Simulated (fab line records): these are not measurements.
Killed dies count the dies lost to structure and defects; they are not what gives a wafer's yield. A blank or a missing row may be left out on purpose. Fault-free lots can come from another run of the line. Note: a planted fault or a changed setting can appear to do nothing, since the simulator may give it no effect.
Which tool did it? ; flow n5 finfet ; 30 wafers from 10 lots sampled at 5 of the route's 1938 steps

WHAT THE GAUGES SHOWED, per wafer
N5_SD_EPI_N_CD_MEAS_09: target cd 120 nm.
lot;measured;on;cd nm (nm)
L799;day 3 00:46;cd sem-02;120.4 120.4 119.8
L800;day 3 05:49;cd sem-03;119.4 120.1 119.3
L802;day 3 21:09;cd sem-01;119.7 119.6 119.0
L805;day 4 10:50;cd sem-01;119.3 119.3 120.1
L806;day 4 19:49;cd sem-01;120.4 119.1 120.0
L807;day 5 06:54;cd sem-03;119.9 120.0 120.0
L811;day 6 02:59;cd sem-01;120.1 120.0 120.5
L816;day 7 08:52;cd sem-03;100.3 100.1 100.3
L819;day 8 00:05;cd sem-02;104.8 103.5 104.7
L822;day 8 18:37;cd sem-02;119.3 119.9 120.8

TOOL THAT RAN EACH LOT (tool first, then ch and the chambers of the sampled wafers, then the start)
lot;N5_SPACER0_ALD_07;N5_SPACER0_ALD_00;N5_SPACER0_ALD_08;N5_SD_EPI_N_EXPOSE_06
L799;ald sin-03 ch 0,1, day 2 23:56;ald sin-03 ch 0,1, day 3 00:05;ald sin-03 ch 0,1, day 3 00:20;arfi scanner-02 ch 0, day 3 00:39
L800;ald sin-04 ch 0,1,3, day 3 04:50;ald sin-04 ch 0,1,3, day 3 05:00;ald sin-04 ch 0,1,3, day 3 05:15;arfi scanner-01 ch 0, day 3 05:41
L802;ald sin-04 ch 0,3, day 3 20:11;ald sin-04 ch 0,3, day 3 20:20;ald sin-04 ch 0,3, day 3 20:35;arfi scanner-01 ch 0, day 3 21:02
L805;ald sin-04 ch 0,1,2, day 4 09:52;ald sin-04 ch 0,1,2, day 4 10:01;ald sin-04 ch 0,1,2, day 4 10:16;arfi scanner-02 ch 0, day 4 10:43
L806;ald sin-04 ch 1,2,3, day 4 18:51;ald sin-04 ch 1,2,3, day 4 19:00;ald sin-04 ch 1,2,3, day 4 19:16;arfi scanner-03 ch 0, day 4 19:42
L807;ald sin-04 ch 0,2,3, day 5 06:04;ald sin-04 ch 0,2,3, day 5 06:13;ald sin-04 ch 0,2,3, day 5 06:28;arfi scanner-03 ch 0, day 5 06:47
L811;ald sin-04 ch 1,2, day 6 02:01;ald sin-04 ch 1,2, day 6 02:10;ald sin-04 ch 1,2, day 6 02:25;arfi scanner-03 ch 0, day 6 02:51
L816;ald sin-03 ch 2,3, day 7 08:01;ald sin-03 ch 2,3, day 7 08:10;ald sin-03 ch 2,3, day 7 08:25;arfi scanner-02 ch 0, day 7 08:44
L819;ald sin-04 ch 0,1,3, day 7 23:07;ald sin-04 ch 0,1,3, day 7 23:16;ald sin-04 ch 0,1,3, day 7 23:31;arfi scanner-02 ch 0, day 7 23:58
L822;ald sin-03 ch 0,1, day 8 17:39;ald sin-03 ch 0,1, day 8 17:49;ald sin-03 ch 0,1, day 8 18:04;arfi scanner-03 ch 0, day 8 18:30
- N5_SPACER0_ALD_07: deposits SiNx, target thk 2 nm.
- N5_SPACER0_ALD_00: deposits SiOCN, target thk 3.5 nm, pulse time 3 s, purge time 2 s.
- N5_SPACER0_ALD_08: deposits SiNx, target thk 2 nm.
- N5_SD_EPI_N_EXPOSE_06: exposes mask SD N BLK, target cd 120 nm.

THE ANSWER, worked out from the rows above alone
Rule: usual is defined by the lots themselves. The widest of any qualifying gaps counts: lots, ordered by their means at a reading, are off when they make up no more than a third of the lots, leave a main group of 4 or more, and stand apart from it by 3 or more times the standard deviation of that group's means. The tables above print the reading to a certain number of digits; a main group whose means all agree to those digits is not used. A lot without any number at a reading at which 4 lots or more have one is off too. Where the step has rows for the other lots, those lots are counted as sound.
Off: L816, L819, at N5_SD_EPI_N_CD_MEAS_09 (cd nm). The main group: mean 119.8 nm, standard deviation 0.27.
If a tool, at a process step before that reading, ran all the lots that are off and no sound lot after the first of them, it fits. Gauges at N5_SD_EPI_N_CD_MEAS_09: tried the same way as those tools. One candidate fits, namely arfi scanner-02 at N5_SD_EPI_N_EXPOSE_06. A fault onset in the window from L805 (day 4 10:43, its last sound lot) to L816 (day 7 08:44, its first lot off) fits.

WHAT THE SIMULATOR HAD PUT IN
Drift in process parameters on arfi scanner-02 at N5_SD_EPI_N_EXPOSE_06, starting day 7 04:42. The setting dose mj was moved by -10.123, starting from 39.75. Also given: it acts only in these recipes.
Lots struck among those shown: L816, L819. Same finding as the rule above.
